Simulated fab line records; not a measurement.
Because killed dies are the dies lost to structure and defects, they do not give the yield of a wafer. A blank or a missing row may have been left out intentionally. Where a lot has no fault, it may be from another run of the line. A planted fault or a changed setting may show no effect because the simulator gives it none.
Which of the tools did it?	flow n5-finfet	9 lots with 27 wafers sampled at 5 steps, on a route of 1938 steps

WHAT EACH GAUGE READ, for each wafer
N5_BEOL_M4_RC_MEAS_101. Usual: DIBL_N 35.8 mV/V, standard deviation 1.8; DIBL_P 35.6 mV/V, standard deviation 2; IOFF_N 0.148 nA/um, standard deviation 0.028; IOFF_P 0.20 nA/um, standard deviation 0.034; ION_N 672 uA/um, standard deviation 12; ION_P 462 uA/um, standard deviation 8.5; SS_N 71.2 mV/dec, standard deviation 0.65; SS_P 73.1 mV/dec, standard deviation 0.67; VT_N 251 mV, standard deviation 3.3; VT_P -251 mV, standard deviation 3.8.
lot	measured	on	DIBL_N (mV/V)	DIBL_P (mV/V)	IOFF_N (nA/um)	IOFF_P (nA/um)	ION_N (uA/um)	ION_P (uA/um)	SS_N (mV/dec)	SS_P (mV/dec)	VT_N (mV)	VT_P (mV)	flag
L115	day 7 15:10	prober-02	34.6 32.9 34.0	35.2 34.3 36.4	0.150 0.119 0.145	0.16 0.15 0.17	674 660 677	449 454 459	71.1 70.7 71.5	72.6 72.5 73.4	252 253 251	-258 -257 -255	
L116	day 8 02:58	prober-01	37.7 36.9 36.8	38.6 36.7 37.4	0.156 0.151 0.145	0.22 0.20 0.21	647 672 674	451 461 464	72.1 70.9 70.4	73.9 72.5 73.5	252 252 250	-247 -248 -248	
L117	day 8 00:16	prober-01	35.3 34.6 35.5	35.9 34.8 35.3	0.161 0.154 0.159	0.22 0.20 0.22	685 675 682	471 462 471	71.8 71.3 72.4	73.3 73.1 72.5	252 250 252	-248 -248 -248	
L119	day 9 07:14	prober-01	36.3 35.4 36.7	37.7 38.2 37.9	0.161 0.152 0.165	0.19 0.20 0.19	686 674 671	464 463 461	71.5 71.5 71.0	72.9 72.6 73.1	250 252 250	-256 -254 -256	
L124	day 10 02:16	prober-02	34.6 35.9 35.2	34.3 35.7 34.7	0.121 0.136 0.137	0.19 0.21 0.19	663 674 677	457 467 468	70.1 71.3 70.8	73.5 72.8 72.4	253 252 250	-249 -247 -249	
L127	day 11 02:08	prober-01	35.6 34.6 34.9	36.3 35.0 35.4	0.158 0.145 0.152	0.21 0.18 0.20	679 681 679	466 462 460	71.1 71.2 71.2	73.5 72.8 73.0	248 251 250	-252 -250 -249	
L129	day 11 04:51	prober-01	34.9 34.6 34.2	35.3 34.7 35.1	0.141 0.142 0.134	0.21 0.21 0.21	672 671 673	466 473 463	71.2 70.9 70.0	72.7 72.8 72.3	251 252 249	-248 -251 -251	
L136	day 13 02:19	prober-01	38.6 37.8 38.0	41.2 39.5 39.9	0.200 0.181 0.183	0.27 0.24 0.25	678 684 682	464 462 472	72.5 71.2 72.0	74.2 73.9 74.1	245 247 250	-247 -249 -247	
L138	day 13 22:43	prober-02	34.5 35.1 35.3	34.1 35.6 35.2	0.145 0.163 0.164	0.19 0.21 0.21	673 687 692	471 470 469	70.7 70.5 70.9	72.4 72.9 72.9	249 246 247	-249 -247 -247	

WHAT TOOL EACH LOT RAN ON (gives the tool, then ch and the chambers of the sampled wafers, and finally the start)
lot	N5_GATE_CUT_VAPOR_ETCH_51	N5_GATE_CUT_ALD_22	N5_MOL_CONTACT_COAG_ETCH_105	N5_MOL_CONTACT_COAG_CONTACT_ETCH_14
L115	rie-metal-01 ch 0,1, day 4 13:46	ald-sin-04 ch 0,1, day 4 14:00	rie-diel-05 ch 1,2, day 4 17:01	rie-diel-05 ch 1,2, day 4 17:08
L116	rie-metal-03 ch 0, day 5 01:38	ald-sin-01 ch 0,1,3, day 5 02:07	rie-diel-03 ch 0,1,3, day 5 05:16	rie-diel-03 ch 0,1,3, day 5 05:24
L117	rie-metal-02 ch 0,1, day 5 01:41	ald-sin-04 ch 1,2,3, day 5 02:08	rie-diel-05 ch 1,2, day 5 05:17	rie-diel-05 ch 1,2, day 5 05:25
L119	rie-metal-02 ch 0,1, day 5 14:26	ald-sin-04 ch 1,2,3, day 5 14:41	rie-diel-05 ch 1,3, day 5 18:05	rie-diel-05 ch 1,3, day 5 18:13
L124	rie-metal-01 ch 0,1, day 6 18:58	ald-sin-04 ch 0,1,2, day 6 19:10	rie-diel-06 ch 1,2,3, day 6 22:57	rie-diel-06 ch 1,2,3, day 6 23:05
L127	rie-metal-01 ch 0,1, day 7 13:32	ald-sin-01 ch 1,2,3, day 7 13:45	rie-diel-05 ch 0,1,2, day 7 17:02	rie-diel-05 ch 0,1,2, day 7 17:10
L129	rie-metal-01 ch 0, day 8 02:09	ald-sin-04 ch 0,1,3, day 8 02:21	rie-diel-05 ch 1,3, day 8 05:26	rie-diel-05 ch 1,3, day 8 05:37
L136	rie-metal-03 ch 0,1, day 9 18:19	ald-sin-04 ch 0,1,3, day 9 18:34	rie-diel-06 ch 1,2,3, day 9 21:37	rie-diel-06 ch 1,2,3, day 9 21:44
L138	rie-metal-03 ch 0,1, day 10 05:44	ald-sin-01 ch 1,2, day 10 06:53	rie-diel-06 ch 1,2, day 10 09:54	rie-diel-06 ch 1,2, day 10 10:02
- N5_GATE_CUT_VAPOR_ETCH_51: etches HfO2 in BCl3/Cl2.
- N5_GATE_CUT_ALD_22: deposits SiNx, target thk 16 nm, pulse time 1 s, ald cycles 320.
- N5_MOL_CONTACT_COAG_ETCH_105: etches SiARC in CF4, target depth 15.6 nm, time 26 s.
- N5_MOL_CONTACT_COAG_CONTACT_ETCH_14: etches SiO2 in C4F6/O2, target depth 27.5 nm, overetch 8.5 nm, time 20 s.

AS READ BY THE TOOLS THEMSELVES (means over the sampled wafers that have a number; for cases with no such wafer, the mark the record gives instead)
N5_GATE_CUT_VAPOR_ETCH_51. Usual: drypump-motor-current-A 5.6 A, standard deviation 0.37; oes-product-au 0.83 a.u., standard deviation 0.13.
lot	tool	drypump-motor-current-A (A)	oes-product-au (a.u.)	flag
L115	rie-metal-01	5.4	0.67	
L116	rie-metal-03	5.7	0.85	
L117	rie-metal-02	6.0	0.63	
L119	rie-metal-02	5.9	0.62	
L124	rie-metal-01	5.2	0.89	
L127	rie-metal-01	5.2	0.88	
L129	rie-metal-01	5.1	0.86	
L136	rie-metal-03	5.7	0.83	
L138	rie-metal-03	5.7	0.87	

N5_GATE_CUT_ALD_22. Usual: heater-power-w 808 W, standard deviation 91; precursor-pulse-height-rel 1.000, standard deviation 0.02.
lot	tool	heater-power-w (W)	precursor-pulse-height-rel	flag
L115	ald-sin-04	758	1.014	
L116	ald-sin-01	824	1.002	
L117	ald-sin-04	769	1.002	
L119	ald-sin-04	762	1.006	
L124	ald-sin-04	737	1.016	
L127	ald-sin-01	843	1.009	
L129	ald-sin-04	802	0.989	
L136	ald-sin-04	786	0.987	
L138	ald-sin-01	820	1.020	

N5_MOL_CONTACT_COAG_ETCH_105. Usual: drypump-motor-current-A 5.6 A, standard deviation 0.43; etch-rf-on-time-s 25.8 s, standard deviation 0.58; oes-product-au 0.66 a.u., standard deviation 0.073; rf-vpp-V 184.0 V, standard deviation 1.1; showerhead-plenum-p-Torr 2.13 Torr, standard deviation 0.067; throttle-valve-pct 15.57 %, standard deviation 0.18.
lot	tool	drypump-motor-current-A (A)	etch-rf-on-time-s (s)	oes-product-au (a.u.)	rf-vpp-V (V)	showerhead-plenum-p-Torr (Torr)	throttle-valve-pct (%)	flag
L115	rie-diel-05	5.5	25.8	0.65	184.5	2.20	15.38	
L116	rie-diel-03	5.7	25.7	0.70	184.5	2.13	15.66	
L117	rie-diel-05	5.3	25.7	0.65	184.3	2.16	15.49	
L119	rie-diel-05	5.2	25.5	0.62	183.7	2.12	15.73	
L124	rie-diel-06	5.8	26.3	0.62	183.3	2.07	15.55	
L127	rie-diel-05	5.5	22.2	0.71	183.8	2.15	15.56	OFF
L129	rie-diel-05	5.2	21.9	0.85	183.8	2.11	15.60	OFF
L136	rie-diel-06	5.8	26.1	0.68	184.4	2.15	15.44	
L138	rie-diel-06	5.5	25.8	0.70	184.4	2.18	15.36	

N5_MOL_CONTACT_COAG_CONTACT_ETCH_14. Usual: drypump-motor-current-A 5.6 A, standard deviation 0.43; oes-product-au 0.66 a.u., standard deviation 0.069; rf-vpp-V 692 V, standard deviation 3.1; showerhead-plenum-p-Torr 2.87 Torr, standard deviation 0.088; throttle-valve-pct 21.23 %, standard deviation 0.18.
lot	tool	drypump-motor-current-A (A)	oes-product-au (a.u.)	rf-vpp-V (V)	showerhead-plenum-p-Torr (Torr)	throttle-valve-pct (%)	flag
L115	rie-diel-05	5.5	0.65	694	2.97	21.09	
L116	rie-diel-03	5.7	0.70	692	2.86	21.34	
L117	rie-diel-05	5.4	0.64	694	2.92	21.18	
L119	rie-diel-05	5.2	0.62	691	2.86	21.41	
L124	rie-diel-06	5.8	0.62	689	2.78	21.12	
L127	rie-diel-05	5.5	0.62	694	2.91	21.21	
L129	rie-diel-05	5.2	0.72	691	2.84	21.35	
L136	rie-diel-06	5.8	0.69	693	2.89	21.06	
L138	rie-diel-06	5.5	0.69	694	2.92	20.95	

THE ANSWER, worked out from the rows above alone
Rule: take the mean of a lot's wafers that have a number; if it is more than 3 standard deviations from the usual mean, the lot is off. A lot without any number at a reading at which 4 lots or more have one is off too. The other lots that the step has rows for count as sound. First the gauges in route order, then the tools' own readings, where a lot's mean is used as printed above. The first step at which some lot is off is used, and at that step the reading that is off furthest; a lot without a number counts as furthest.
Off at N5_MOL_CONTACT_COAG_ETCH_105 (etch-rf-on-time-s): L127, L129.
If a tool, at that step or one of the process steps before it, ran each lot that is off and ran no sound lot following the first of them, it fits. Undecided on this evidence; 2 tools fit (rie-metal-01 at N5_GATE_CUT_VAPOR_ETCH_51, rie-diel-05 at N5_MOL_CONTACT_COAG_ETCH_105).

WHAT THE SIMULATOR HAD PUT IN
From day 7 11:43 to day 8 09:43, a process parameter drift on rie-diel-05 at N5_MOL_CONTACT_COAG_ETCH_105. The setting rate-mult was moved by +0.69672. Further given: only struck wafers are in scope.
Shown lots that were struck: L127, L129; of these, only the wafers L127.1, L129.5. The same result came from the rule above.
